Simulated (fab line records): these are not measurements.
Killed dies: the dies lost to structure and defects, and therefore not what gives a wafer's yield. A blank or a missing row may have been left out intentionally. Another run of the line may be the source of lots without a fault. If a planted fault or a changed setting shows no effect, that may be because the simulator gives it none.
Problem report, 8D (eight disciplines) form, completed by code + flow n5 finfet + the parts of the form that need people (team, actions taken, sign-off) are left out

== 1. THE ISSUE ==
Mean of killed_at_M4_up at N5_PASSIVATION_PROBE_49: 475 across 6 wafers in 2 lots; on wafers with no fault it is 13 (standard deviation 5.8). Measured from the usual mean, that is +80 standard deviations.
Seen first at day 14 18:57 on prober-01, wafer L561.2. The record holds 7 wafers of 3 lots with a number at this step. By rule, "out" or "out of limits" means more than 4 standard deviations away from the usual mean. The rest of the wafers with a number are treated as sound.

== 2. WHAT THIS IS AND IS NOT ==
| question                    | is                                                                                                                                     | is not                                                                                                  |
|-----------------------------|----------------------------------------------------------------------------------------------------------------------------------------|---------------------------------------------------------------------------------------------------------|
| which readings at this step | killed_at_M4_up, defect limited yield, killed dies, killed on rim, sort_bin_5_function, sort_bin_6_memory, sort n pass, sort yield pct | killed_at_M0_to_M3, killed at contacts, killed at front end, killed at other, killed open, killed short |
| which lots                  | L561, L567                                                                                                                             | L572                                                                                                    |
| which wafers of those lots  | all that have a number                                                                                                                 | -                                                                                                       |
| read on which tools         | prober-01, prober-02                                                                                                                   | -                                                                                                       |
| when                        | from day 14 18:57                                                                                                                      | up to then (0 sound wafers); but 1 sound wafer of L572 came after                                       |

== 3. SUSPECTS, AND WHAT RULES EACH OUT ==
Counting: a tool at a process step up to the reading stays a suspect if it ran every lot that is out and no sound lot after the first of them.
- ecd cu-02 at N5_BEOL_M7_ECD_50 (material Cu, target thk 300 nm): kept. It ran every lot that is out, first L561 (day 11 14:03), and no sound lot after that.
- pvd sputter-02 at N5_PASSIVATION_AL_DEP_21 (deposits Al, target thk 2800 nm, time 170 s): kept. It ran every lot that is out, first L561 (day 14 12:56), and no sound lot after that.
Left after counting: ecd cu-02 at N5_BEOL_M7_ECD_50, pvd sputter-02 at N5_PASSIVATION_AL_DEP_21.

== 4. THE CAUSE (what the simulator had put in) ==
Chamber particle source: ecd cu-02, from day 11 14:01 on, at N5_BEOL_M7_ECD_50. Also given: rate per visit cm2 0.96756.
Of the 2 suspects that counting leaves, this tool is one.

== 5. SEQUENCE OF EFFECTS, ordered by route ==
Rows list readings where the struck wafers' mean (over those with a number) sits beyond 3 standard deviations from the usual. Readings are gone through only where the record gives a usual standard deviation; hours: the median, over the lots, of the time from a lot's start at the first step in this table giving one to that lot's start at this step; sigmas: the change measured in usual standard deviations.
| hours | step                    | reading              | usual  | on struck wafers | change | sigmas |
|-------|-------------------------|----------------------|--------|------------------|--------|--------|
| 0     | N5_PASSIVATION_PROBE_49 | defect limited yield | 91.4 % | 53.8             | -37.6  | -25    |
| 0     | N5_PASSIVATION_PROBE_49 | killed_at_M4_up      | 13     | 475              | +462   | +80    |
| 0     | N5_PASSIVATION_PROBE_49 | killed dies          | 101    | 545              | +444   | +25    |
| 0     | N5_PASSIVATION_PROBE_49 | killed on rim        | 13     | 68               | +55    | +13    |
| 0     | N5_PASSIVATION_PROBE_49 | sort_bin_5_function  | 5.0 %  | 28.6             | +23.6  | +24    |
| 0     | N5_PASSIVATION_PROBE_49 | sort_bin_6_memory    | 3.2 %  | 14.8             | +11.6  | +17    |
| 0     | N5_PASSIVATION_PROBE_49 | sort n pass          | 1079   | 635              | -444   | -25    |
| 0     | N5_PASSIVATION_PROBE_49 | sort yield pct       | 91.4 % | 53.8             | -37.6  | -25    |
It contains these process steps:
- N5_PASSIVATION_PROBE_49

== 6. WHAT WOULD HAVE CAUGHT IT SOONER ==
First out-of-limits reading in this record: day 14 18:57, which is 77 hours after fault onset at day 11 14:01.
The start of N5_BEOL_M7_ECD_50 on ecd cu-02 came by day 14 18:57 for every one of the lots that are out (2). Tool hold at that time: it would have spared none of them.
